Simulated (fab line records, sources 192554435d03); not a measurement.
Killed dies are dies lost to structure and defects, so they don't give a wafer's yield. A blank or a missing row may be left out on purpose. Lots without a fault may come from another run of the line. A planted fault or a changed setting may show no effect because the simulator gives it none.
Chamber matching | flow n5_finfet | N5_DUMMY_GATE_CMP_04 on cmp-01: 4 sister chambers
The step polishes a-Si. 22 wafers are shown with their chamber, then 11 later ones without.

WAFERS WITH THEIR CHAMBER
wafer  | chamber | motor_current_A (A) | time_to_endpoint_s (s)
L074.1 | 2       | 9.7                 | 12.9
L074.2 | 3       | 11.1                | 13.4
L074.4 | 1       | 8.5                 | 12.1
L074.3 | 0       | 11.6                | 16.8
L074.5 | 0       | 12.1                | 16.1
L074.6 | 3       | 10.6                | 14.0
L081.1 | 0       | 11.8                | 18.7
L081.3 | 1       | 8.4                 | 9.3
L081.5 | 1       | 8.8                 | 10.5
L081.2 | 3       | 11.0                | 14.9
L081.4 | 2       | 8.9                 | 11.1
L081.6 | 0       | 11.3                | 16.9
L082.2 | 0       | 11.7                | 16.3
L082.3 | 3       | 10.7                | 12.6
L082.6 | 3       | 11.3                | 15.9
L085.4 | 1       | 8.9                 | 9.6
L085.5 | 2       | 9.7                 | 9.7
L085.6 | 3       | 11.2                | 13.8
L089.1 | 2       | 9.4                 | 11.5
L089.3 | 3       | 11.4                | 16.6
L089.4 | 0       | 11.4                | 17.2
L091.3 | 0       | 11.1                | 19.4

SIGNATURES (means of the wafers above)
reading            | chamber 0 | chamber 1 | chamber 2 | chamber 3 | scatter within a chamber
motor_current_A    | 11.571    | 8.650     | 9.425     | 11.043    | 0.317
time_to_endpoint_s | 17.343    | 10.375    | 11.300    | 14.457    | 1.32
Rule: a wafer's distance from a chamber is the root of the sum, over the readings, of the square of ((its reading less the chamber's mean) divided by the reading's scatter). The wafer belongs to the nearest chamber; if the next one is less than 2 further off, it can't be placed. The scatter: the root of (the sum of the squares of (reading less its chamber's mean) over the shown wafers, divided by (wafers less chambers)).

WAFERS WITHOUT THEIR CHAMBER
wafer  | motor_current_A (A) | time_to_endpoint_s (s)
L091.4 | 9.1                 | 11.7
L091.6 | 10.2                | 17.9
L096.2 | 9.3                 | 9.1
L096.3 | 9.5                 | 14.6
L096.5 | 12.2                | 18.0
L097.1 | 10.9                | 12.8
L097.3 | 9.6                 | 5.7
L097.6 | 8.9                 | 6.7
L097.2 | 8.9                 | 8.7
L097.4 | 11.9                | 16.4
L097.5 | 9.0                 | 5.0

WHICH CHAMBER EACH WENT THROUGH
wafer  | from the rows above          | in truth
L091.4 | can't be placed: 2 or 1      | 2
L091.6 | can't be placed: 3 or 0 or 2 | 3
L096.2 | can't be placed: 2 or 1      | 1
L096.3 | can't be placed: 2 or 1      | 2
L096.5 | 0                            | 0
L097.1 | 3                            | 3
L097.3 | can't be placed: 2 or 1      | 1
L097.6 | can't be placed: 1 or 2      | 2
L097.2 | can't be placed: 1 or 2      | 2
L097.4 | can't be placed: 0 or 3      | 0
L097.5 | can't be placed: 1 or 2      | 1
Placed correctly: 2 of 11. Can't be placed from these rows: 9 (the true chamber is among the candidates in 9). Placed wrongly: 0.
